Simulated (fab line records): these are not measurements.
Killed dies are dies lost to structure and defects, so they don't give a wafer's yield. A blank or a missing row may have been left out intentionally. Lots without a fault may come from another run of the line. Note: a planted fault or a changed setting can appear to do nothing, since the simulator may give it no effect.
The tool behind it: which one? :: flow nand harc :: 12 lots, 36 wafers sampled, at 3 steps of a route of 1159

WHAT EACH GAUGE READ, for each wafer
NHARC_A_CONTACT_INSPECT_23.
lot: L075
measured: day 17 13:33
on: defect inspect-02
raw defect count: 365 410 397

lot: L078
measured: day 17 16:04
on: defect inspect-02
raw defect count: 320 359 298

lot: L079
measured: day 18 16:28
on: defect inspect-02
raw defect count: 413 394 392

lot: L081
measured: day 19 05:37
on: defect inspect-02
raw defect count: 571 495 320

lot: L083
measured: day 19 12:16
on: defect inspect-01
raw defect count: 262 308 284

lot: L086
measured: day 20 04:20
on: defect inspect-02
raw defect count: 728 528 519

lot: L089
measured: day 20 13:50
on: defect inspect-01
raw defect count: 561 490 413

lot: L088
measured: day 20 23:17
on: defect inspect-02
raw defect count: 369 289 370

lot: L091
measured: day 21 12:07
on: defect inspect-02
raw defect count: 478 405 484

lot: L094
measured: day 22 00:23
on: defect inspect-01
raw defect count: 466 388 304

lot: L097
measured: day 22 22:08
on: defect inspect-02
raw defect count: 442 627 643

lot: L096
measured: day 23 01:43
on: defect inspect-01
raw defect count: 373 384 337

WHAT TOOL EACH LOT RAN ON (gives the tool, then ch and the chambers of the sampled wafers, and finally the start)
lot: L075
NHARC_A_CONTACT_ETCH_77: rie diel-11 ch 0,2,3, day 17 00:53 or earlier
NHARC_A_CONTACT_ETCH_128: har cap etch-01 ch 0,1, day 17 00:53

lot: L078
NHARC_A_CONTACT_ETCH_77: rie diel-11 ch 0,1, day 17 06:50 or earlier
NHARC_A_CONTACT_ETCH_128: har cap etch-03 ch 0,1, day 17 06:50

lot: L079
NHARC_A_CONTACT_ETCH_77: rie diel-02 ch 0,1,3, day 18 03:53 or earlier
NHARC_A_CONTACT_ETCH_128: har cap etch-02 ch 0,1, day 18 03:53

lot: L081
NHARC_A_CONTACT_ETCH_77: rie diel-02 ch 1,2, day 18 18:47 or earlier
NHARC_A_CONTACT_ETCH_128: har cap etch-03 ch 0,1, day 18 18:47

lot: L083
NHARC_A_CONTACT_ETCH_77: rie diel-12 ch 1,2,3, day 18 23:42 or earlier
NHARC_A_CONTACT_ETCH_128: har cap etch-03 ch 0,1, day 18 23:42

lot: L086
NHARC_A_CONTACT_ETCH_77: rie diel-02 ch 0,1,3, day 19 17:22 or earlier
NHARC_A_CONTACT_ETCH_128: har cap etch-02 ch 0,1, day 19 17:22

lot: L089
NHARC_A_CONTACT_ETCH_77: rie diel-12 ch 0,2, day 19 23:50 or earlier
NHARC_A_CONTACT_ETCH_128: har cap etch-02 ch 0,1, day 19 23:50

lot: L088
NHARC_A_CONTACT_ETCH_77: rie diel-02 ch 0,3, day 20 10:15 or earlier
NHARC_A_CONTACT_ETCH_128: har cap etch-01 ch 0,1, day 20 10:15

lot: L091
NHARC_A_CONTACT_ETCH_77: rie diel-02 ch 0,3, day 21 01:59 or earlier
NHARC_A_CONTACT_ETCH_128: har cap etch-03 ch 0,1, day 21 01:59

lot: L094
NHARC_A_CONTACT_ETCH_77: rie diel-11 ch 1,2,3, day 21 09:34 or earlier
NHARC_A_CONTACT_ETCH_128: har cap etch-02 ch 0,1, day 21 09:34

lot: L097
NHARC_A_CONTACT_ETCH_77: rie diel-12 ch 0,2,3, day 22 10:01 or earlier
NHARC_A_CONTACT_ETCH_128: har cap etch-03 ch 0,1, day 22 10:01

lot: L096
NHARC_A_CONTACT_ETCH_77: rie diel-11 ch 0,2, day 22 15:26 or earlier
NHARC_A_CONTACT_ETCH_128: har cap etch-02 ch 0,1, day 22 15:26
- NHARC_A_CONTACT_ETCH_77: etches the open film in CF4/CHF3, target depth 72.6 nm, time 36.3 s.
- NHARC_A_CONTACT_ETCH_128: etches the open film in C4F8/O2/Ar, time 155 s, target depth 956 nm.

THE ANSWER, worked out from the rows above alone
Rule: the lots themselves supply what counts as usual. Put in order of their means at a reading, lots are off if they are a third of the lots or fewer, leave a main group of 4 or more, and stand apart from it by a gap of 3 or more times the standard deviation of the main group's means; of several such gaps the widest counts. A main group whose means are all the same, to the digits that the tables above print for the reading, isn't used. A lot without any number at a reading at which 4 lots or more have one is off too. All remaining lots with rows at the step are treated as sound.
None of the lots is off at any reading shown; this tells nothing.

WHAT THE SIMULATOR HAD PUT IN
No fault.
